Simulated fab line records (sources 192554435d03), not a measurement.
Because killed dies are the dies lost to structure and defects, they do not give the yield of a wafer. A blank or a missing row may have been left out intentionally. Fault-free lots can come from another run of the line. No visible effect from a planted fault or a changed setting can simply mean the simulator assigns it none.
fab line records	flow n5-finfet
record lots=11	wafers=30	last-day=16
route steps=1938 shown BEOL_M4@1111 BEOL_M15@1828 PASS1_DEP@1831 MIM_BOT_ETCH@1867 PASS1_CAP@1874 PASSIVATION@1936
lots that met no fault: from a run of the same line without faults
start-h: hours from the record's first day to the start of the lot's first wafer shown	wait-h: hours elapsed since this lot's preceding step	" the same as in the row above	L1.1+2: several wafers, shown together as one row	- value missing, or start not given	* or withheld: withheld	< > ~ a bound
route shown NAME@n: NAME is a module with steps in the file, n the number in the route of the first one	usual: mean/standard deviation of fault-free wafers	same: alike in all rows	chamber/n: place in a boat	sites: per-site readings	_std_site: the values' standard deviation	_edge_site: mean of outer sites minus mean of inner sites	radius-mm: how far each site lies from the wafer's centre	mask NAME#n: copy n	behind: tool/chamber where the wafer was last shaped	hold: the reason the lot was held/the length of the hold in hours/how it ended	device: names the non-switching transistor (n, p or np)	end of line: the route-end tests of the same wafers	where a step has no rows: the recipe by itself	killed: count of dies lost to structure and defects at first sort (not the wafer's yield)	map: shows each die of a wafer: x if killed, . if not, _ if none is there
set.NAME: the setting as run; set.NAME@STEP: as run at that earlier step	model.NAME: the simulator's own value behind a step, which no gauge read
one table for each step of the route and one row for each wafer, over a sample of lots
services: a tool's chamber out of use, with start hour (start-h, from the record's first day; less than 0 if before it), hours out, and reason
## steps
# step N5_BEOL_M4_RC_MEAS_101
# usual DIBL_N=36.0/1.9	DIBL_P=35.6/2.4	IOFF_N=0.16/0.036	IOFF_P=0.21/0.04	ION_N=673/14	ION_P=460/8.9	SS_N=71.5/0.67	SS_P=73.2/0.73	VT_N=249/3.6	VT_P=-250/3.7
lot.wafer	tool	chamber	start-h	wait-h	DIBL_N[mV/V]	DIBL_P[mV/V]	IOFF_N[nA/um]	IOFF_P[nA/um]	ION_N[uA/um]	ION_P[uA/um]	SS_N[mV/dec]	SS_P[mV/dec]	VT_N[mV]	VT_P[mV]
L821.4	prober-02	0	169.38	0.5	35.0	35.2	0.15	0.16	683	458	72.3	72.4	252	-255
L821.5	"	0	"	"	31.5	31.6	0.10	0.12	661	449	70.8	71.6	259	-261
L821.6	"	0	"	"	34.7	35.5	0.14	0.16	668	456	71.4	72.9	252	-256
L823.3	prober-02	0	189.14	0.3	34.4	32.6	0.13	0.18	668	460	70.8	73.0	253	-249
L823.6	"	0	"	"	36.4	34.7	0.14	0.20	657	455	71.3	73.0	256	-248
L830.2	prober-01	0	221.77	0.2	36.5	35.0	0.15	0.19	648	445	72.1	73.2	252	-253
L830.3	"	0	"	"	36.0	36.1	0.15	0.20	683	468	71.6	72.8	249	-253
L830.6	"	0	"	"	36.5	35.3	0.16	0.19	658	447	71.5	73.2	249	-251
L832.2	prober-01	0	231.46	0.2	37.1	36.9	0.19	0.23	683	465	71.3	74.6	246	-250
L832.3	"	0	"	"	40.2	39.4	0.22	0.28	673	464	71.7	74.8	246	-246
L832.6	"	0	"	"	37.7	37.0	0.19	0.22	681	464	71.9	74.1	247	-247
L833.3	prober-01	0	246.43	0.3	37.0	37.4	0.19	0.23	686	465	71.6	73.4	245	-247
L833.5	"	0	"	"	33.4	31.9	0.10	0.16	642	451	70.7	71.4	256	-256
L833.6	"	0	"	"	35.2	34.6	0.15	0.19	674	461	70.6	73.1	249	-252
L835.1	prober-01	0	247.05	0.2	35.7	35.6	0.18	0.18	687	467	71.5	73.8	246	-254
L835.2	"	0	"	"	38.1	37.6	0.21	0.20	684	460	72.3	73.6	246	-252
L835.3	"	0	"	"	35.8	35.8	0.17	0.18	689	460	71.5	73.9	246	-252
L836.1	prober-02	0	263.30	0.0	37.0	35.8	0.16	0.21	688	469	72.1	74.6	249	-250
L836.3	"	0	"	"	29.9	26.3	0.08	0.11	658	453	68.8	71.2	255	-257
L836.5	"	0	"	"	36.2	34.4	0.14	0.19	670	457	71.8	73.5	251	-250
L837.2	prober-02	0	266.33	0.2	35.5	37.5	0.16	0.23	687	473	71.1	72.7	245	-248
L837.6	"	0	"	"	37.0	38.7	0.18	0.23	684	469	71.7	73.9	246	-248
L838.1	prober-02	0	281.37	0.0	31.0	30.6	0.10	0.15	662	456	69.6	72.0	257	-254
L838.2	"	0	"	"	36.8	37.6	0.19	0.26	685	464	71.5	73.7	245	-248
L841.2	prober-01	0	286.13	0.2	33.6	33.4	0.13	0.21	656	457	71.0	73.3	249	-245
L841.5	"	0	"	"	33.4	34.0	0.12	0.21	667	469	70.7	72.3	253	-245
L841.6	"	0	"	"	35.7	36.4	0.15	0.25	667	461	72.1	74.2	248	-247
L842.4	prober-02	0	295.78	0.5	38.9	38.7	0.20	0.23	689	460	71.7	74.6	243	-252
L842.5	"	0	"	"	36.5	34.8	0.15	0.17	670	447	71.3	73.3	250	-254
L842.6	"	0	"	"	37.4	36.9	0.17	0.20	668	459	72.0	73.7	247	-252
# step N5_BEOL_M15_RS_MEAS_54
# recipe thk-meas-gauge=four-point-probe	reads=Cu_of_BEOL_M15_ECD_47+Ta_of_BEOL_M15_SPUTTER_44+TaN_of_BEOL_M15_SPUTTER_43
# usual M15_RS=0.0218/0.00037
lot.wafer	tool	chamber	start-h	wait-h	M15_RS[ohm/sq]
L821.4	film-metro-01	-	258.34	0.0	0.0221
L821.5	"	-	"	"	0.0218
L821.6	"	-	"	"	0.0218
L823.3	film-metro-02	-	272.73	0.1	0.0223
L823.6	"	-	"	"	0.0217
L830.2	film-metro-02	-	301.73	0.1	0.0216
L830.3	"	-	"	"	0.0223
L830.6	"	-	"	"	0.0223
L832.2	film-metro-01	-	309.46	0.1	0.0215
L832.3	"	-	"	"	0.0216
L832.6	"	-	"	"	0.0222
L835.1	film-metro-01	-	331.55	0.0	0.0221
L835.2	"	-	"	"	0.0222
L835.3	"	-	"	"	0.0220
L833.3	film-metro-01	-	332.67	0.1	0.0221
L833.5	"	-	"	"	0.0219
L833.6	"	-	"	"	0.0208
L836.1	film-metro-02	-	348.32	0.0	0.0222
L836.3	"	-	"	"	0.0221
L836.5	"	-	"	"	0.0221
L837.2	film-metro-02	-	349.03	0.1	0.0212
L837.6	"	-	"	"	0.0222
L838.1	film-metro-01	-	363.58	0.0	0.0217
L838.2	"	-	"	"	0.0223
L841.2	film-metro-02	-	370.38	0.1	0.0214
L841.5	"	-	"	"	0.0216
L841.6	"	-	"	"	0.0223
L842.4	film-metro-02	-	380.42	0.0	0.0215
L842.5	"	-	"	"	0.0213
L842.6	"	-	"	"	0.0221
# step N5_PASSIVATION_PECVD_00
# recipe material=SiO2	target-thk-a=2000	temp-c=400	precursor=SiH4/N2O	pressure-torr=2.7	rf-w=608	time-s=11.2
# usual heater-power-outer-w=354/69	heater-power-w=620/87	showerhead-plenum-p-Torr=8.16/0.09	throttle-valve-pct=53.2/1.8
lot.wafer	tool	chamber	start-h	wait-h	heater-power-outer-w	heater-power-w	showerhead-plenum-p-Torr	throttle-valve-pct
L821.4	pecvd-04	2	259.38	0.4	350	593	8.08	52.9
L821.5	"	1	"	"	417	712	8.22	51.2
L821.6	"	0	"	"	335	576	8.08	53.4
L823.3	pecvd-03	2	273.74	0.5	264	487	8.18	50.7
L823.6	"	0	"	"	269	510	8.27	56.2
L830.2	pecvd-03	1	302.75	0.7	466	735	8.01	52.7
L830.3	"	2	"	"	254	493	8.19	51.0
L830.6	"	2	"	"	268	500	8.17	51.1
L832.2	pecvd-04	0	310.48	0.7	320	563	8.09	53.6
L832.3	"	1	"	"	429	692	8.24	51.0
L832.6	"	0	"	"	316	566	8.08	53.3
L835.1	pecvd-01	1	332.57	0.8	375	717	8.17	54.1
L835.2	"	2	"	"	269	531	8.19	51.2
L835.3	"	0	"	"	326	620	8.22	54.8
L833.3	pecvd-03	1	333.68	0.5	423	693	7.99	52.3
L833.5	"	0	"	"	324	579	8.25	56.0
L833.6	"	1	"	"	433	700	8.00	52.3
L836.1	pecvd-01	0	349.33	0.8	323	609	8.21	54.7
L836.3	"	2	"	"	271	516	8.18	51.4
L836.5	"	1	"	"	412	770	8.18	54.1
L837.2	pecvd-04	2	350.05	0.7	433	701	8.07	53.9
L837.6	"	1	"	"	477	779	8.22	51.1
L838.1	pecvd-03	1	364.59	0.8	479	755	8.03	52.2
L838.2	"	0	"	"	332	611	8.29	56.1
L841.2	pecvd-04	1	371.40	0.7	413	714	8.22	51.6
L841.5	"	0	"	"	283	507	8.09	53.6
L841.6	"	1	"	"	426	703	8.21	51.3
L842.4	pecvd-03	0	381.45	0.4	287	535	8.28	56.0
L842.5	"	0	"	"	288	541	8.28	56.4
L842.6	"	2	"	"	280	527	8.18	52.1
# step N5_MIM_BOT_ETCH_ETCH_03
# recipe chemistry=Cl2/BCl3	target-depth-a=120	pressure-mtorr=8	icp-w=800	bias-w=100	Cl2_flow_sccm=20	bcl3-flow-sccm=80
# usual bcl3-flow-sccm=80.03/0.24	bias-w=100.0/0.31	drypump-motor-current-A=5.84/0.24	oes-product-au=0.77/0.049	throttle-valve-pct=27.68/0.22
lot.wafer	tool	chamber	start-h	wait-h	bcl3-flow-sccm	bias-w	drypump-motor-current-A	oes-product-au	rf-hours-counter-h	throttle-valve-pct
L821.4	rie-metal-02	0	264.44	0.1	80.13	100.6	6.05	0.74	-	27.37
L821.5	"	0	"	"	80.22	99.6	6.02	0.75	-	27.34
L821.6	"	0	"	"	80.06	100.3	6.02	0.74	-	27.34
L823.3	rie-metal-02	0	277.97	0.1	80.38	99.8	6.07	0.74	-	27.37
L823.6	"	0	"	"	79.96	99.9	6.07	0.74	-	27.36
L830.2	rie-metal-03	1	308.94	0.1	79.92	100.3	5.58	0.76	41	27.53
L830.3	"	1	"	"	79.67	100.7	5.58	0.76	-	27.53
L830.6	"	1	"	"	79.84	100.4	5.57	0.76	-	27.53
L832.2	rie-metal-03	0	314.86	0.1	-	-	-	-	-	-
L832.3	"	0	"	"	-	-	-	-	-	-
L832.6	"	1	"	"	-	-	-	-	-	-
L835.1	rie-metal-02	1	336.19	0.1	-	-	-	-	-	-
L835.2	"	0	"	"	-	-	-	-	-	-
L835.3	"	0	"	"	-	-	-	-	-	-
L833.3	rie-metal-01	1	336.97	0.1	-	-	-	-	-	-
L833.5	"	0	"	"	-	-	-	-	-	-
L833.6	"	1	"	"	-	-	-	-	-	-
L836.1	rie-metal-01	1	353.57	0.1	80.29	99.9	6.02	0.74	62	27.50
L836.3	"	1	"	"	79.76	99.8	6.03	0.74	-	27.51
L836.5	"	0	"	"	80.24	99.8	6.32	0.80	-	27.75
L837.2	rie-metal-03	0	356.15	0.1	79.90	99.8	5.80	0.75	39	27.85
L837.6	"	1	"	"	80.22	100.8	5.57	0.75	-	27.55
L838.1	rie-metal-03	0	367.95	0.1	79.88	99.5	5.78	0.73	41	27.85
L838.2	"	1	"	"	80.02	100.5	5.57	0.74	47	27.55
L841.2	rie-metal-02	0	375.66	0.1	79.95	100.0	6.11	0.72	77	27.39
L841.5	"	1	"	"	80.20	100.2	5.65	0.85	-	28.08
L841.6	"	0	"	"	80.18	100.1	6.05	0.72	-	27.37
L842.4	rie-metal-03	1	385.61	0.1	79.98	100.6	5.58	0.73	-	27.54
L842.5	"	1	"	"	79.96	100.2	5.58	0.73	-	27.57
L842.6	"	0	"	"	79.91	100.1	5.80	0.73	-	27.84
# step N5_PASSIVATION_PECVD_01
# recipe material=SiNx	target-thk-a=2000	temp-c=400	precursor=SiH4/NH3/N2	pressure-torr=4.9	rf-w=1406	time-s=43.2
# usual heater-power-outer-w=169/60	heater-power-w=375/83	showerhead-plenum-p-Torr=8.66/0.052	throttle-valve-pct=29.6/1.1
lot.wafer	tool	chamber	start-h	wait-h	heater-power-outer-w	heater-power-w	showerhead-plenum-p-Torr	throttle-valve-pct
L821.4	pecvd-02	2	265.43	0.0	157	355	8.61	27.1
L821.5	"	1	"	"	192	360	8.64	29.7
L821.6	"	0	"	"	164	384	8.72	30.2
L823.3	pecvd-04	1	278.83	0.0	280	507	8.72	29.0
L823.6	"	1	"	"	283	513	8.69	28.9
L830.2	pecvd-01	1	309.84	0.0	146	418	8.70	30.3
L830.3	"	1	"	"	157	434	8.69	30.0
L830.6	"	2	"	"	90	288	8.71	29.3
L836.1	pecvd-04	2	354.35	0.0	139	317	8.62	30.6
L836.3	"	1	"	"	255	475	8.73	29.2
L836.5	"	2	"	"	152	330	8.63	30.4
L837.2	pecvd-01	0	356.92	0.0	80	301	8.70	31.0
L837.6	"	0	"	"	89	298	8.72	31.1
L838.1	pecvd-02	2	368.74	0.0	194	410	8.58	27.1
L838.2	"	1	"	"	154	312	8.61	29.8
L841.2	pecvd-02	0	376.49	0.0	236	501	8.74	31.0
L841.5	"	0	"	"	245	501	8.73	30.6
L841.6	"	2	"	"	192	396	8.59	27.4
L842.4	pecvd-02	1	386.37	0.0	249	435	8.61	29.6
L842.5	"	0	"	"	277	536	8.71	30.4
L842.6	"	2	"	"	183	386	8.58	27.3
# step N5_PASSIVATION_PROBE_49
# usual defect-limited-yield=91.2/1.4	killed_at_M0_to_M3=32/9.3	killed_at_M4_up=14/4.9	killed-at-contacts=15/7.5	killed-at-front-end=40/11	killed-at-other=4/3.3	killed-dies=104/17	killed-on-rim=13/4.2	killed-open=68/14	killed-short=33/7.9	sort_bin_5_function=5.2/0.99	sort_bin_6_memory=3.2/0.65	sort-n-pass=1076/17	sort-yield-pct=91.1/1.5
# same gross-dies=1180	killed-at-back-side=0	sort_bin_4_leakage[%]=0	sort_bin_8_speed[%]=0
lot.wafer	tool	chamber	start-h	wait-h	defect-limited-yield[%]	killed_at_M0_to_M3	killed_at_M4_up	killed-at-contacts	killed-at-front-end	killed-at-other	killed-dies	killed-on-rim	killed-open	killed-short	sort_bin_5_function[%]	sort_bin_6_memory[%]	sort-n-pass	sort-yield-pct[%]
L832.2	prober-01	-	324.11	0.1	0	28	12	9	50	1081	1180	152	58	40	96.9	2.8	0	0
L832.3	prober-01	-	324.16	0.1	0	22	10	11	39	1098	1180	152	61	20	97.3	2.5	0	0
L832.6	prober-01	-	324.31	0.3	0	35	16	7	37	1085	1180	152	64	31	96.8	2.8	0	0
L835.1	prober-01	-	343.91	0.0	0	31	11	14	38	1086	1180	152	67	28	96.5	3.2	0	0
L835.2	prober-01	-	343.96	0.1	0	16	9	9	42	1104	1180	152	46	29	96.9	2.8	0	0
L835.3	prober-01	-	344.01	0.1	0	17	1	12	28	1122	1180	152	35	23	97.2	2.6	0	0
L833.3	prober-02	-	346.16	0.1	0	22	28	14	63	1053	1180	152	98	30	95.8	3.8	0	0
L833.5	prober-02	-	346.26	0.2	0	36	18	20	40	1066	1180	152	81	36	94.7	5.0	0	0
L833.6	prober-02	-	346.31	0.3	0	54	9	26	36	1055	1180	152	92	36	95.8	3.5	0	0
# killed by level:class
L832.2 MIM_BOT_ETCH:area-etch=1078 FIN_SAQP:geometric-particle:short=19 BEOL_M0_SAQP:geometric-particle:open=11 MOL_CONTACT_COAG:geometric-particle:open=9 FIN_SAQP:geometric-particle:open=6 GATE_CUT:geometric-particle:short=6 BEOL_M1:geometric-particle:open=5 BEOL_M5:geometric-particle:open=5
L832.3 MIM_BOT_ETCH:area-etch=1097 FIN_SAQP:geometric-particle:open=13 FIN_SAQP:geometric-particle:short=10 MOL_CONTACT_COAG:geometric-particle:open=10 BEOL_M2:geometric-particle:open=8 BEOL_M3:geometric-particle:open=6 GATE_CUT:geometric-particle:open=5 BEOL_M1:geometric-particle:open=4
L832.6 MIM_BOT_ETCH:area-etch=1084 BEOL_M0_SAQP:geometric-particle:open=10 BEOL_M0_SAQP:geometric-particle:short=9 FIN_SAQP:geometric-particle:open=8 BEOL_M4:geometric-particle:open=8 DUMMY_GATE:geometric-particle:open=6 MOL_CONTACT_COAG:geometric-particle:open=6 BEOL_M2:geometric-particle:open=6
L835.1 MIM_BOT_ETCH:area-etch=1084 MOL_CONTACT_COAG:geometric-particle:open=11 FIN_SAQP:geometric-particle:open=10 STI_FIN_REVEAL:geometric-particle:open=10 BEOL_M3:geometric-particle:open=8 BEOL_M0_SAQP:geometric-particle:short=7 BEOL_M0_SAQP:geometric-particle:open=6 BEOL_M2:geometric-particle:open=5
L835.2 MIM_BOT_ETCH:area-etch=1102 FIN_SAQP:geometric-particle:short=9 FIN_SAQP:geometric-particle:open=7 MOL_CONTACT_COAG:geometric-particle:open=6 BEOL_M2:geometric-particle:open=5 STI_FIN_REVEAL:geometric-particle:open=4 BEOL_M3:geometric-particle:open=4 STI_FIN_REVEAL:geometric-particle:short=3
L835.3 MIM_BOT_ETCH:area-etch=1122 MOL_CONTACT_COAG:geometric-particle:open=11 BEOL_M0_SAQP:geometric-particle:open=6 BEOL_M0_SAQP:geometric-particle:short=6 FIN_SAQP:geometric-particle:open=4 FIN_CUT:geometric-particle:short=4 FIN_SAQP:geometric-particle:short=3 STI_FIN_REVEAL:geometric-particle:open=3
L833.3 MIM_BOT_ETCH:area-etch=1051 STI_FIN_REVEAL:geometric-particle:open=35 BEOL_M4:geometric-particle:open=18 MOL_CONTACT_COAG:geometric-particle:open=12 BEOL_M2:geometric-particle:open=7 GATE_CUT:geometric-particle:short=6 GATE_CUT:geometric-particle:open=5 BEOL_M1:geometric-particle:open=5
L833.5 MIM_BOT_ETCH:area-etch=1062 STI_FIN_REVEAL:geometric-particle:open=12 MOL_CONTACT_COAG:geometric-particle:open=11 BEOL_M2:geometric-particle:open=11 BEOL_M4:geometric-particle:open=9 MOL_CONTACT_COAG:geometric-particle:short=8 BEOL_M1:geometric-particle:open=8 GATE_CUT:geometric-particle:short=6
L833.6 MIM_BOT_ETCH:area-etch=1051 MOL_CONTACT_COAG:geometric-particle:open=22 BEOL_M0_SAQP:geometric-particle:short=14 STI_FIN_REVEAL:geometric-particle:open=10 BEOL_M2:geometric-particle:open=9 BEOL_M3:geometric-particle:open=8 GATE_CUT:geometric-particle:open=7 BEOL_M0_SAQP:geometric-particle:open=7
## services
tool	chamber	start-h	hours	kind
pecvd-02	-	236.17	23.9	repair
pecvd-04	1	244.42	4.1	repair
rie-metal-02	1	252.48	-	clean
rie-metal-02	1	252.48	16.5	scheduled-down
rie-metal-02	1	252.48	16.5	vent-cycle
pecvd-01	-	264.89	5.5	pm
pecvd-01	0	278.05	5.5	scheduled-down
pecvd-02	1	288.13	5.0	repair
rie-metal-02	0	288.25	18.7	repair
pecvd-03	2	292.78	6.0	repair
pecvd-03	2	304.69	5.5	scheduled-down
pecvd-01	0	309.70	7.9	repair
pecvd-01	-	321.01	6.0	pm
pecvd-04	0	328.23	2.1	scheduled-down
pecvd-03	0	340.68	16.5	scheduled-down
rie-metal-03	-	350.90	0.3	repair
pecvd-01	-	352.23	1.2	repair
pecvd-03	1	357.18	5.5	scheduled-down
rie-metal-01	-	360.14	0.3	repair
pecvd-04	2	363.59	5.0	scheduled-down
pecvd-02	0	366.98	3.3	repair
pecvd-03	1	377.25	5.0	repair
pecvd-03	0	385.75	5.0	scheduled-down
pecvd-04	1	386.35	3.7	repair
## key
first-sign step=N5_MIM_BOT_ETCH_ETCH_03	reading=tool-record	direction=missing
effect step=N5_PASSIVATION_PROBE_49	reading=killed-at-other	direction=up	sigmas=99+	usual=4	struck=1083
more-kills-born-at N5_MIM_BOT_ETCH_ETCH_03@rie-metal-02=3308	N5_MIM_BOT_ETCH_ETCH_03@rie-metal-03=3259	N5_MIM_BOT_ETCH_ETCH_03@rie-metal-01=3164
met-at N5_MIM_BOT_ETCH_ETCH_03
struck-lots L832,L833,L835
later-rows-left-out L832.2,L832.3,L832.6,L833.3,L833.5,L833.6,L835.1,L835.2,L835.3
not-acting-at N5_BEOL_M15_RS_MEAS_54,N5_PASSIVATION_PECVD_00,N5_PASSIVATION_PECVD_01
onset-between 308.94 314.86
fault kind=skipped-step-whole	tool=rie-metal-01,rie-metal-02,rie-metal-03	chamber=-	onset-h=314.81	steps=N5_MIM_BOT_ETCH_ETCH_03	scope=struck-lots-only
# later-rows-left-out: the simulator's readings of these wafers behind a module that went badly wrong aren't trusted and aren't shown, but for the sort
